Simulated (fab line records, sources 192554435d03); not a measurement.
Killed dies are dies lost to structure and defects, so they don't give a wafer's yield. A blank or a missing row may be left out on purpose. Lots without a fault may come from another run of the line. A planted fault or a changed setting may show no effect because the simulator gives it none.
A struck lot beside a sound one | flow n5_finfet | 15 steps out of a route of 1938
Sound: wafers L578.1, L578.3, L578.4. Struck: wafers L588.1, L588.4, L588.5. The cause comes at the end.
At each step with rows: each side's tool, then ch and its chambers, then its first start. Under that, the readings that differ: sound wafers | struck wafers | difference of the means | sigmas: that difference in standard deviations of wafers without a fault.
alike: readings whose means differ by less than 2 such deviations, and words and numbers that are the same on both sides. not compared: withheld readings, readings that some wafer has no value for, bounds like >300 that may hide the same value, and numbers for which the record gives no deviation and whose values overlap.
The two part at a step that has a row with sigmas, a row that says differs or no value, or rows on one side only. Numbers that don't overlap but have no deviation are shown without sigmas and don't part them. A reading that every wafer of one side lacks parts them only if that side has two wafers or more.

first, 5 steps without rows for these wafers: N5_BEOL_M15_SOFTBAKE_05 (time 60 s); N5_BEOL_M15_EXPOSE_07 (exposes mask V14); N5_BEOL_M15_PEB_08 (peb time 90 s); N5_BEOL_M15_DEVELOP_09 (develop time 45 s); N5_BEOL_M15_HARDBAKE_14 (time 120 s).
N5_BEOL_M15_CD_MEAS_10: target cd 360 nm.
  sound on cd_sem-01 ch 0, day 11 16:16; struck on cd_sem-02 ch 0, day 14 11:52
  alike: cd_nm
N5_BEOL_M15_OVL_MEAS_11:
  sound on overlay-02 ch 0, day 11 16:17; struck on overlay-02 ch 0, day 14 11:54
  alike: V14_OVL
N5_BEOL_M15_INSPECT_12: inspects for defects (macro).
  sound on defect_inspect-01, day 11 16:19; struck on defect_inspect-01, day 14 11:55
  alike: raw_defect_count
N5_BEOL_M15_DESCUM_15: chemistry O2, time 7.9 s.
  sound on rie_diel-02 ch 0,1,3, day 11 16:21; struck on rie_diel-02 ch 0,1,3, day 14 12:44
  alike: drypump_motor_current_A, o2_flow_sccm, oes_product_au, rf_vpp_V, showerhead_plenum_p_Torr, throttle_valve_pct
  not compared: rf_hours_counter_h
N5_BEOL_M15_ETCH_59: etches BARC in N2/H2, target depth 89 nm, overetch 26.7 nm, time 67.9 s.
  sound on rie_diel-02 ch 0,1,3, day 11 16:23; struck on rie_diel-02 ch 0,1,3, day 14 12:46
  alike: drypump_motor_current_A, oes_product_au, rf_vpp_V, showerhead_plenum_p_Torr, throttle_valve_pct
  not compared: rf_hours_counter_h
N5_BEOL_M15_VIA_ETCH_16: etches SiO2 in C4F8/O2/Ar, target depth 1792.2 nm.
  sound on rie_diel-02 ch 0,1,3, day 11 16:26; struck on rie_diel-02 ch 0,1,3, day 14 12:50
  alike: drypump_motor_current_A, he_inner_torr, oes_product_au, rf_vpp_V, showerhead_plenum_p_Torr, throttle_valve_pct
N5_BEOL_M15_STRIP_63: strips in O2.
  sound on rie_diel-02 ch 0,1,3; struck on rie_diel-02 ch 0,1,3
  alike: chamber_pressure_mTorr, drypump_motor_current_A, o2_flow_sccm, oes_product_au, rf_vpp_V, showerhead_plenum_p_Torr, throttle_valve_pct
  not compared: rf_hours_counter_h
N5_BEOL_M15_STRIP_64: strips in O2.
  sound on rie_diel-02 ch 0,1,3, day 11 16:00; struck on rie_diel-02 ch 0,1,3, day 14 13:00
  reading                        | sound                | struck               | difference | sigmas
  chamber_pressure_mTorr (mTorr) | 29.982 30.026 29.996 | 21.011 21.011 21.002 | -8.993     | -99 or more
  alike: drypump_motor_current_A, o2_flow_sccm, oes_product_au, rf_vpp_V, showerhead_plenum_p_Torr, throttle_valve_pct
  not compared: rf_hours_counter_h
then, 1 step without rows for these wafers: N5_BEOL_M15_STRIP_65 (strips in post etch residue remover, time 60 s).
N5_PASSIVATION_PROBE_49:
  sound on prober-02, day 12 09:59; struck on prober-01, day 15 06:22
  reading             | sound    | struck   | difference | sigmas
  killed_at_front_end | 32 26 20 | 53 61 59 | +32        | +3
  alike: defect_limited_yield, killed_at_M0_to_M3, killed_at_M4_up, killed_at_contacts, killed_at_other, killed_dies, killed_open, killed_short, sort_bin_5_function, sort_bin_6_memory, sort_n_pass, sort_yield_pct

WHERE THEY PART
First at N5_BEOL_M15_STRIP_64; last, within this record, at N5_PASSIVATION_PROBE_49.

WHY: what the simulator had put in
Process parameter drift: rie_diel-02, from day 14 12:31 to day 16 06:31, at N5_BEOL_M15_STRIP_64. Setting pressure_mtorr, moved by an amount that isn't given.
